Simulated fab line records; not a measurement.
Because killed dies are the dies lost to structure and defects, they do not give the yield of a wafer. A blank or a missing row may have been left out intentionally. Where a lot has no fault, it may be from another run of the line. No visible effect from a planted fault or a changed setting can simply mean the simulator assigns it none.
fab line records	flow n5-finfet
record lots=5	wafers=15	last-day=16
route steps=1938 shown BEOL_M7@1310 PASSIVATION@1936
lots that met no fault: from a run of the same line without faults
start-h: start of the lot's first displayed wafer, in hours after the record's first day	wait-h: hours since the lot's step before	" the same as in the row above	L1.1+2: several wafers, shown together as one row	- no value, or no start given	* or withheld: withheld	< > ~ a bound
route shown NAME@n: NAME is a module with steps in the file, n the number in the route of the first one	usual: the fault-free wafers' mean and standard deviation	same: alike in all rows	chamber/n: place in a boat	sites: readings site by site	_std_site: how widely they spread, as a standard deviation	_edge_site: outer sites' mean less inner sites'	radius-mm: for every site, how far away it sits from the centre of the wafer	mask NAME#n: copy n	behind: the most recent tool/chamber to have shaped the wafer	hold: why the lot was held/for how many hours/how that ended	device: transistor that didn't switch, given as n, p or np	end of line: at the end of the route, the tests of the same wafers	a step given without rows: its recipe and nothing more	killed: not the wafer's yield, but the dies lost to structure and defects at the first sort	map: shows each die of a wafer: x if killed, . if not, _ if none is there
set.NAME: the setting the step ran with; set.NAME@STEP: the setting that earlier step ran with	model.NAME: the simulator's own value behind a step, which no gauge read
lots at selected steps of the route; one table per step, one row per wafer
services: when a tool's chamber went out of use (start-h, in hours from the record's first day, below 0 if earlier), for how many hours, and the reason
## steps
# step N5_BEOL_M7_STRIP_80
# recipe chemistry=N2/H2	time-s=10	power-w=450	temp-c=40	pressure-mtorr=20	rf-frequency-hz=6e+07	bias-power-w=7	n2-flow-sccm=200	h2-flow-sccm=200
# usual drypump-motor-current-A=5.7/0.52	oes-product-au=0.81/0.072	rf-vpp-V=59.0/0.92	showerhead-plenum-p-Torr=2.57/0.081	throttle-valve-pct=23.49/0.18
lot.wafer	tool	chamber	start-h	wait-h	drypump-motor-current-A	oes-product-au	rf-hours-counter-h	rf-vpp-V	showerhead-plenum-p-Torr	throttle-valve-pct
L104.1	rie-diel-02	2	-	-	5.1	0.81	87	57.5	2.46	23.62
L104.5	"	0	"	"	6.1	0.76	-	60.3	2.66	23.49
L104.6	"	1	"	"	5.8	0.69	-	58.2	2.50	23.94
L106.1	rie-diel-02	3	-	-	4.9	0.69	244	58.6	2.60	23.55
L106.2	"	2	"	"	5.1	0.81	92	56.2	2.46	23.61
L106.4	"	2	"	"	5.1	0.80	-	59.5	2.46	23.63
L114.3	rie-diel-03	2	-	-	6.4	0.84	66	59.7	2.70	23.54
L114.4	"	1	"	"	6.6	0.71	232	59.5	2.61	23.61
L114.5	"	0	"	"	5.7	0.89	-	59.1	2.48	23.11
L117.4	rie-diel-01	2	-	-	4.8	0.80	112	57.3	2.45	23.18
L117.5	"	3	"	"	5.5	0.85	-	58.9	2.57	23.52
L117.6	"	0	"	"	5.8	0.82	-	58.9	2.67	23.65
L122.1	rie-diel-01	1	-	-	5.7	0.74	177	58.5	2.53	23.63
L122.3	"	1	"	"	5.7	0.74	-	58.8	2.53	23.64
L122.6	"	1	"	"	5.7	0.74	-	59.4	2.53	23.65
# step N5_BEOL_M7_OCD_MEAS_38
# usual trench-depth-nm=93.7/1.2
lot.wafer	tool	chamber	start-h	wait-h	trench-depth-nm
L104.1	ocd-02	-	192.29	-	95.1
L104.5	"	-	"	"	93.8
L104.6	"	-	"	"	94.3
L106.1	ocd-02	-	211.58	-	92.2
L106.2	"	-	"	"	94.3
L106.4	"	-	"	"	94.9
L114.3	ocd-01	-	273.90	-	93.5
L114.4	"	-	"	"	93.1
L114.5	"	-	"	"	93.3
L117.4	ocd-02	-	284.82	-	93.6
L117.5	"	-	"	"	93.9
L117.6	"	-	"	"	92.2
L122.1	ocd-01	-	309.19	-	94.8
L122.3	"	-	"	"	93.9
L122.6	"	-	"	"	94.6
# step N5_BEOL_M7_HM_STRIP_39
# recipe chemistry=peroxide-tin-strip	material=TiN	target-depth-a=250	temp-c=50	time-s=158
# step N5_BEOL_M7_SRD_40
# recipe time-s=30	temp-c=23	rinse-liquid=diw	dry=ipa-marangoni
# step N5_BEOL_M7_PRECLEAN_42
# recipe chemistry=residue-remover	time-s=60	temp-c=40
# step N5_BEOL_M7_SRD_43
# recipe time-s=30	temp-c=23	rinse-liquid=diw	dry=ipa-marangoni
# step N5_BEOL_M7_CD_MEAS_35
# recipe target-cd-nm=40	polarity=opening
# usual cd-nm=39.9/0.45
lot.wafer	tool	chamber	start-h	wait-h	cd-nm
L104.1	cd-sem-03	-	192.44	0.0	40.3
L104.5	"	-	"	"	39.2
L104.6	"	-	"	"	40.4
L106.1	cd-sem-03	-	211.73	0.0	39.5
L106.2	"	-	"	"	40.1
L106.4	"	-	"	"	40.2
L114.3	cd-sem-01	-	274.07	0.0	38.9
L114.4	"	-	"	"	39.3
L114.5	"	-	"	"	39.0
L117.4	cd-sem-01	-	284.98	0.0	40.5
L117.5	"	-	"	"	40.8
L117.6	"	-	"	"	39.8
L122.1	cd-sem-02	-	309.34	0.0	39.5
L122.3	"	-	"	"	39.9
L122.6	"	-	"	"	39.7
# step N5_BEOL_M7_CURE_75
# recipe temp-c=370	time-s=120	ambient=DMADMS/He	material=SiCOH_lowk
# usual lamp-power-pct=52.31/0.056	wafer_temp_C_max=371.5/0.43
lot.wafer	tool	chamber	start-h	wait-h	lamp-power-pct	wafer_temp_C_max
L104.1	uv-cure-02	1	192.49	0.0	52.48	371.8
L104.5	"	1	"	"	52.36	371.3
L104.6	"	1	"	"	52.40	371.7
L106.1	uv-cure-02	0	211.79	0.1	52.30	372.0
L106.2	"	0	"	"	52.35	372.2
L106.4	"	0	"	"	52.28	371.9
L114.3	uv-cure-01	1	274.30	0.2	52.35	371.5
L114.4	"	1	"	"	52.36	370.9
L114.5	"	1	"	"	52.30	371.3
L117.4	uv-cure-02	2	285.16	0.2	52.40	371.0
L117.5	"	2	"	"	52.38	371.4
L117.6	"	2	"	"	52.41	371.9
L122.1	uv-cure-02	1	309.41	0.1	52.35	371.4
L122.3	"	1	"	"	52.35	371.9
L122.6	"	1	"	"	52.35	371.6
# step N5_BEOL_M7_DEGAS_44
# recipe ambient=vacuum	temp-c=250	time-s=60
# step N5_BEOL_M7_PRE_CLEAN_45
# recipe gas=H2/He	time-s=30	temp-c=250
# step N5_BEOL_M7_ALD_77
# recipe material=TaN	target-thk-a=20	temp-c=275	ald-precursor-family=PDMAT	ald-co-reactant=NH3	pressure-torr=3	carrier-flow-sccm=1500	pulse-time-s=2	purge-time-s=3	co-reactant-purge-time-s=2	co-reactant-pulse-time-s=3	ald-cycles=40	precursor-vessel-temp-c=75	precursor-vessel-pressure-torr=26.25	precursor-vessel-carrier-sccm=1000
# usual heater-power-w=421/49	mfc-carrier-sccm=1500/4.3	precursor-vessel-pressure-torr=26.25/0.048
lot.wafer	tool	chamber	start-h	wait-h	heater-power-w	mfc-carrier-sccm	precursor-vessel-pressure-torr
L104.1	ald-metal-04	3	193.09	0.1	376	1495	26.26
L104.5	"	2	"	"	476	1500	26.22
L104.6	"	1	"	"	395	1505	26.22
L106.1	ald-metal-03	2	213.98	0.2	368	1504	26.27
L106.2	"	0	"	"	429	1505	26.29
L106.4	"	2	"	"	372	1504	26.31
L114.3	ald-metal-04	0	275.64	0.1	409	1498	26.22
L114.4	"	1	"	"	388	1507	26.29
L114.5	"	3	"	"	371	1497	26.24
L117.4	ald-metal-03	3	285.65	0.0	485	1501	26.28
L117.5	"	2	"	"	382	1496	26.20
L117.6	"	1	"	"	402	1501	26.27
L122.1	ald-metal-03	1	309.92	0.1	393	1498	26.21
L122.3	"	2	"	"	368	1500	26.27
L122.6	"	2	"	"	370	1500	26.26
# step N5_BEOL_M7_SURFACE_TREAT_79
# recipe gas=Ar	time-s=*	ion-energy-ev=*	ion-current-ma-cm2=0.5	pressure-mtorr=*	ar-flow-sccm=30
# usual throttle-valve-pct=*
lot.wafer	tool	chamber	start-h	wait-h	throttle-valve-pct
L104.1	pvd-sputter-03	-	193.39	0.2	*
L104.5	"	-	"	"	*
L104.6	"	-	"	"	*
L106.1	pvd-sputter-02	-	214.35	0.2	*
L106.2	"	-	"	"	*
L106.4	"	-	"	"	*
L114.3	pvd-sputter-03	-	276.17	0.4	*
L114.4	"	-	"	"	*
L114.5	"	-	"	"	*
L117.4	pvd-sputter-01	-	285.96	0.2	*
L117.5	"	-	"	"	*
L117.6	"	-	"	"	*
L122.1	pvd-sputter-03	-	311.90	1.8	*
L122.3	"	-	"	"	*
L122.6	"	-	"	"	*
# step N5_BEOL_M7_CVD_78
# recipe material=Co	target-thk-a=20	temp-c=withheld	precursor=CCTBA/H2	pressure-torr=30	time-s=142.3
# usual run-length-s=165.2/0.58
lot.wafer	tool	chamber	start-h	wait-h	run-length-s
L104.1	cvd-co-01	0	193.47	0.1	165.3
L104.5	"	0	"	"	164.7
L104.6	"	2	"	"	164.2
L106.1	cvd-co-02	1	214.43	0.1	165.0
L106.2	"	2	"	"	165.3
L106.4	"	2	"	"	165.0
L114.3	cvd-co-02	2	276.25	0.1	165.4
L114.4	"	1	"	"	97.7
L114.5	"	0	"	"	166.6
L117.4	cvd-co-01	1	286.09	0.1	165.0
L117.5	"	2	"	"	164.1
L117.6	"	0	"	"	165.0
L122.1	cvd-co-01	1	311.96	0.0	165.2
L122.3	"	2	"	"	164.1
L122.6	"	2	"	"	164.6
# step N5_BEOL_M7_SPUTTER_48
# recipe material=Cu	target-thk-a=100	temp-c=-20	bias-v=60	power-w=26000	chamber-pressure-pa=0.13	time-s=1.667
# usual chuck-sensor-temp-C=-15.8/0.38	throttle-valve-pct=30.2/0.86
lot.wafer	tool	chamber	start-h	wait-h	chuck-sensor-temp-C	throttle-valve-pct
L104.1	pvd-sputter-03	-	193.59	0.1	-16.2	30.2
L104.5	"	-	"	"	-15.9	30.2
L104.6	"	-	"	"	-16.0	30.8
L106.1	pvd-sputter-02	-	214.59	0.1	-15.3	29.6
L106.2	"	-	"	"	-15.3	29.6
L106.4	"	-	"	"	-16.2	30.2
L114.3	pvd-sputter-02	-	276.38	0.1	-16.0	30.2
L114.4	"	-	"	"	-15.3	29.7
L114.5	"	-	"	"	-15.4	29.8
L117.4	pvd-sputter-02	-	286.16	0.0	-15.3	29.4
L117.5	"	-	"	"	-15.2	29.5
L117.6	"	-	"	"	-15.6	31.3
L122.1	pvd-sputter-03	-	312.10	0.1	-15.7	31.2
L122.3	"	-	"	"	-15.7	30.3
L122.6	"	-	"	"	-15.6	30.2
# step N5_PASSIVATION_PROBE_49
# usual defect-limited-yield=91.3/1.4	killed_at_M0_to_M3=34/10	killed_at_M4_up=13/4.8	killed-at-contacts=12/6.1	killed-at-front-end=40/11	killed-at-other=3.7/2.8	killed-dies=103/16	killed-on-rim=13/3.6	killed-open=67/12	killed-short=34/7.4	sort_bin_5_function=5.1/0.95	sort_bin_6_memory=3.2/0.62	sort-n-pass=1077/16	sort-yield-pct=91.3/1.4
# same gross-dies=1180	killed-at-back-side=0	sort_bin_4_leakage[%]=0	sort_bin_8_speed[%]=0
lot.wafer	tool	chamber	start-h	wait-h	defect-limited-yield[%]	killed_at_M0_to_M3	killed_at_M4_up	killed-at-contacts	killed-at-front-end	killed-at-other	killed-dies	killed-on-rim	killed-open	killed-short	sort_bin_5_function[%]	sort_bin_6_memory[%]	sort-n-pass	sort-yield-pct[%]
L104.1	prober-01	-	271.41	0.0	90.9	50	12	8	27	10	107	16	80	27	5.4	3.2	1073	90.9
L104.5	prober-01	-	271.61	0.2	89.7	26	21	13	55	7	122	17	85	37	6.4	3.7	1058	89.7
L104.6	prober-01	-	271.66	0.3	91.7	25	10	6	54	3	98	10	67	31	4.5	3.6	1082	91.7
L106.1	prober-02	-	288.39	0.0	91.0	40	12	3	48	3	106	19	69	35	4.8	3.5	1074	91.0
L106.2	prober-02	-	288.44	0.1	93.1	32	7	7	36	0	82	9	59	22	4.2	2.5	1098	93.1
L106.4	prober-02	-	288.54	0.2	92.6	26	12	11	33	5	87	12	64	22	4.4	2.7	1093	92.6
L114.3	prober-02	-	356.25	0.1	92.2	30	9	13	38	2	92	17	46	46	3.8	3.5	1088	92.2
L114.4	prober-02	-	356.30	0.2	90.3	41	12	18	41	3	115	10	76	37	5.6	3.9	1065	90.3
L114.5	prober-02	-	356.35	0.2	91.8	24	20	9	40	4	97	12	57	39	5.4	2.4	1083	91.8
L117.4	prober-01	-	362.23	0.2	89.8	26	19	14	55	6	120	22	84	33	5.8	4.2	1060	89.8
L117.5	prober-01	-	362.28	0.2	91.8	16	8	21	44	8	97	9	72	23	4.8	3.4	1083	91.8
L117.6	prober-01	-	362.33	0.3	89.2	30	18	8	67	5	128	21	91	36	5.8	4.7	1052	89.2
L122.1	prober-01	-	391.16	0.0	89.2	39	14	9	62	3	127	16	90	37	7.0	3.5	1053	89.2
L122.3	prober-01	-	391.26	0.1	88.1	40	18	19	52	12	141	16	87	50	6.3	4.8	1039	88.1
L122.6	prober-01	-	391.41	0.3	88.5	48	15	7	61	5	136	19	86	49	6.9	4.2	1044	88.5
# killed by level:class
L104.1 BEOL_M2:geometric-particle:open=11 BEOL_M0_SAQP:geometric-particle:short=10 BEOL_M3:geometric-particle:open=10 STI_FIN_REVEAL:geometric-particle:open=9 MOL_CONTACT_COAG:geometric-particle:open=8 BEOL_M0_SAQP:geometric-particle:open=8 FIN_SAQP:geometric-particle:open=6 BEOL_M4:geometric-particle:open=6
L104.5 STI_FIN_REVEAL:geometric-particle:open=14 FIN_SAQP:geometric-particle:open=11 MOL_CONTACT_COAG:geometric-particle:open=10 STARTING-WAFER:geometric-particle:open=6 BEOL_M7:geometric-particle:open=6 STI_FIN_REVEAL:geometric-particle:short=5 BEOL_M4:geometric-particle:open=5 STARTING-WAFER:geometric-particle:short=5
L104.6 STI_FIN_REVEAL:geometric-particle:open=23 STI_FIN_REVEAL:geometric-particle:short=7 DUMMY_GATE:geometric-particle:open=5 MOL_CONTACT_COAG:geometric-particle:open=5 BEOL_M0_SAQP:geometric-particle:short=5 BEOL_M0:geometric-particle:open=4 GATE_CUT:geometric-particle:short=3 GATE_CUT:geometric-particle:open=3
L106.1 BEOL_M2:geometric-particle:open=17 STI_FIN_REVEAL:geometric-particle:open=12 FIN_SAQP:geometric-particle:open=7 BEOL_M4:geometric-particle:open=6 BEOL_M3:geometric-particle:open=6 FIN_SAQP:geometric-particle:short=5 GATE_CUT:geometric-particle:short=5 STARTING-WAFER:geometric-particle:short=5
L106.2 STI_FIN_REVEAL:geometric-particle:open=16 BEOL_M2:geometric-particle:open=12 BEOL_M1:geometric-particle:open=6 MOL_CONTACT_COAG:geometric-particle:open=5 BEOL_M3:geometric-particle:open=5 GATE_CUT:geometric-particle:short=3 BEOL_M0_SAQP:geometric-particle:open=3 BEOL_M4:geometric-particle:open=3
L106.4 MOL_CONTACT_COAG:geometric-particle:open=10 FIN_SAQP:geometric-particle:open=9 BEOL_M4:geometric-particle:open=7 STI_FIN_REVEAL:geometric-particle:open=6 FIN_SAQP:geometric-particle:short=5 BEOL_M0_SAQP:geometric-particle:open=5 BEOL_M2:geometric-particle:open=5 BEOL_M0_SAQP:geometric-particle:short=4
L114.3 GATE_CUT:geometric-particle:short=9 MOL_CONTACT_COAG:geometric-particle:open=9 BEOL_M2:geometric-particle:open=8 BEOL_M0_SAQP:geometric-particle:short=7 STARTING-WAFER:geometric-particle:open=5 GATE_CUT:geometric-particle:open=4 MOL_CONTACT_COAG:geometric-particle:short=4 BEOL_M1:geometric-particle:short=4
L114.4 BEOL_M2:geometric-particle:open=15 MOL_CONTACT_COAG:geometric-particle:open=11 BEOL_M0_SAQP:geometric-particle:short=10 GATE_CUT:geometric-particle:open=7 BEOL_M0_SAQP:geometric-particle:open=7 DUMMY_GATE:geometric-particle:open=6 MOL_CONTACT_COAG:geometric-particle:short=6 FIN_SAQP:geometric-particle:short=5
L114.5 BEOL_M4:geometric-particle:open=9 BEOL_M2:geometric-particle:open=8 GATE_CUT:geometric-particle:short=7 SPACER0:geometric-particle:short=6 MOL_CONTACT_COAG:geometric-particle:open=6 BEOL_M0_SAQP:geometric-particle:short=6 BEOL_M0_SAQP:geometric-particle:open=6 FIN_SAQP:geometric-particle:short=5
L117.4 STI_FIN_REVEAL:geometric-particle:open=20 MOL_CONTACT_COAG:geometric-particle:open=11 BEOL_M1:geometric-particle:open=8 BEOL_M0_SAQP:geometric-particle:open=7 BEOL_M4:geometric-particle:short=7 FIN_SAQP:geometric-particle:open=6 STARTING-WAFER:geometric-particle:open=6 FIN_SAQP:geometric-particle:short=5
L117.5 STI_FIN_REVEAL:geometric-particle:open=19 MOL_CONTACT_COAG:geometric-particle:open=18 FIN_SAQP:geometric-particle:open=8 FIN_SAQP:geometric-particle:short=5 BEOL_M0_SAQP:geometric-particle:open=5 ILD0:geometric-particle:open=3 MOL_CONTACT_COAG:geometric-particle:short=3 BEOL_M0_SAQP:geometric-particle:short=3
L117.6 FIN_SAQP:geometric-particle:open=17 STI_FIN_REVEAL:geometric-particle:open=17 GATE_CUT:geometric-particle:short=9 BEOL_M0_SAQP:geometric-particle:short=7 ILD0:geometric-particle:open=7 BEOL_M0_SAQP:geometric-particle:open=7 BEOL_M5:geometric-particle:open=7 MOL_CONTACT_COAG:geometric-particle:open=6
L122.1 FIN_SAQP:geometric-particle:short=18 FIN_SAQP:geometric-particle:open=16 BEOL_M3:geometric-particle:open=16 STI_FIN_REVEAL:geometric-particle:open=13 MOL_CONTACT_COAG:geometric-particle:open=9 BEOL_M0_SAQP:geometric-particle:open=7 DUMMY_GATE:geometric-particle:open=5 BEOL_M4:geometric-particle:open=5
L122.3 MOL_CONTACT_COAG:geometric-particle:open=17 STI_FIN_REVEAL:geometric-particle:open=13 FIN_SAQP:geometric-particle:open=10 BEOL_M0_SAQP:geometric-particle:open=10 BEOL_M1:geometric-particle:short=10 BEOL_M0_SAQP:geometric-particle:short=9 FIN_SAQP:geometric-particle:short=8 BEOL_M4:geometric-particle:open=7
L122.6 STI_FIN_REVEAL:geometric-particle:open=14 BEOL_M0_SAQP:geometric-particle:short=13 BEOL_M0_SAQP:geometric-particle:open=13 FIN_SAQP:geometric-particle:short=11 FIN_SAQP:geometric-particle:open=10 BEOL_M2:geometric-particle:open=9 DUMMY_GATE:geometric-particle:open=8 BEOL_M3:geometric-particle:open=7
## services
tool	chamber	start-h	hours	kind
pvd-sputter-03	-	169.70	3.3	repair
rie-diel-03	2	170.31	8.0	repair
cvd-co-02	-	191.70	1.9	repair
ald-metal-03	3	208.02	6.1	repair
uv-cure-01	-	208.68	7.5	pm
rie-diel-03	3	214.67	3.1	repair
rie-diel-01	0	216.59	1.2	repair
rie-diel-02	-	219.04	0.7	repair
rie-diel-03	2	224.91	9.3	repair
ald-metal-04	2	227.57	7.6	repair
rie-diel-03	0	240.51	12.8	repair
uv-cure-02	-	241.33	2.1	pm
rie-diel-02	3	256.42	2.8	repair
uv-cure-02	-	263.19	7.3	repair
cvd-co-01	-	263.62	0.5	repair
rie-diel-02	2	267.02	6.3	repair
cvd-co-01	-	273.90	6.9	pm
uv-cure-02	-	277.47	6.0	pm
cvd-co-02	1	278.12	4.1	repair
ald-metal-03	1	289.31	5.3	repair
cvd-co-01	-	291.28	6.0	pm
rie-diel-01	0	301.30	18.0	repair
rie-diel-01	2	304.72	3.9	repair
cvd-co-02	-	311.75	5.6	repair
## key
first-sign step=N5_BEOL_M7_CVD_78	reading=run-length-s	direction=down	sigmas=99+	usual=*	struck=*
effect none on later readings
met-at N5_BEOL_M7_CVD_78
struck-wafers L114.4
onset-between 214.43 276.25
fault kind=process-parameter-drift	tool=cvd-co-02	chamber=1	onset-h=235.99	steps=N5_BEOL_M7_CVD_78	channel=time-s	offset=*	shape=step	acts-in=*	stated=*
